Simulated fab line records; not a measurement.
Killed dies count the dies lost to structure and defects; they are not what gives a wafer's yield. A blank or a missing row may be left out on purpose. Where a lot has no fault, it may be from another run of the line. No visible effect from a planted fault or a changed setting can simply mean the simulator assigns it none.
Which tool was responsible? :: flow n5 finfet :: 36 wafers from 12 lots sampled at 2 of the route's 1938 steps

== WHAT THE GAUGES SHOWED, per wafer ==
N5_BEOL_M11_OVL_MEAS_29.
lot: L075
measured: day 10 20:32
on: overlay-02
V10_OVL (nm): 0.6 0.7 0.5

lot: L080
measured: day 11 19:43
on: overlay-01
V10_OVL (nm): -0.8 -0.3 0.4

lot: L079
measured: day 11 19:53
on: overlay-02
V10_OVL (nm): -0.3 -0.1 -1.0

lot: L078
measured: day 12 02:26
on: overlay-01
V10_OVL (nm): -0.1 0.1 -0.7

lot: L083
measured: day 12 17:57
on: overlay-02
V10_OVL (nm): -0.2 -0.5 1.0

lot: L085
measured: day 13 17:11
on: overlay-01
V10_OVL (nm): 0.8 0.3 0.6

lot: L086
measured: day 14 03:07
on: overlay-02
V10_OVL (nm): -0.9 0.4 -0.2

lot: L091
measured: day 14 07:20
on: overlay-02
V10_OVL (nm): -0.4 0.1 -0.1

lot: L088
measured: day 14 11:54
on: overlay-02
V10_OVL (nm): 0.0 0.3 -0.5

lot: L092
measured: day 15 14:22
on: overlay-02
V10_OVL (nm): -0.5 -0.9 0.5

lot: L096
measured: day 16 11:52
on: overlay-02
V10_OVL (nm): 0.1 -1.0 -0.1

lot: L095
measured: day 16 14:16
on: overlay-01
V10_OVL (nm): -1.6 -1.0 -0.6

== WHAT TOOL EACH LOT RAN ON (gives the tool, then ch and the chambers of the sampled wafers, and finally the start) ==
lot: L075
N5_BEOL_M10_ANNEAL_51: rtp anneal-02 ch 0, day 10 15:03

lot: L080
N5_BEOL_M10_ANNEAL_51: rtp anneal-01 ch 0, day 11 12:37

lot: L079
N5_BEOL_M10_ANNEAL_51: rtp anneal-02 ch 0, day 11 13:14

lot: L078
N5_BEOL_M10_ANNEAL_51: rtp anneal-02 ch 0, day 11 22:26

lot: L083
N5_BEOL_M10_ANNEAL_51: rtp anneal-01 ch 0, day 12 12:49

lot: L085
N5_BEOL_M10_ANNEAL_51: rtp anneal-02 ch 0, day 13 13:26

lot: L086
N5_BEOL_M10_ANNEAL_51: rtp anneal-02 ch 0, day 13 21:31

lot: L091
N5_BEOL_M10_ANNEAL_51: rtp anneal-02 ch 0, day 14 02:14

lot: L088
N5_BEOL_M10_ANNEAL_51: rtp anneal-01 ch 0, day 14 07:21

lot: L092
N5_BEOL_M10_ANNEAL_51: rtp anneal-01 ch 0, day 15 02:46

lot: L096
N5_BEOL_M10_ANNEAL_51: rtp anneal-01 ch 0, day 16 05:40

lot: L095
N5_BEOL_M10_ANNEAL_51: rtp anneal-01 ch 0, day 16 10:13
- N5_BEOL_M10_ANNEAL_51: time 90 s.

== THE ANSWER, worked out from the rows above alone ==
Rule: what is usual is taken from the lots themselves. Put in order of their means at a reading, lots are off if they are a third of the lots or fewer, leave a main group of 4 or more, and stand apart from it by a gap of 3 or more times the standard deviation of the main group's means; of several such gaps the widest counts. The tables above print the reading to a certain number of digits; a main group whose means all agree to those digits is not used. Also off: a lot with no number at a reading for which 4 or more lots have one. All remaining lots with rows at the step are treated as sound.
Across all readings shown, no lot is off: no conclusion can be drawn from this.

== WHAT THE SIMULATOR HAD INSERTED ==
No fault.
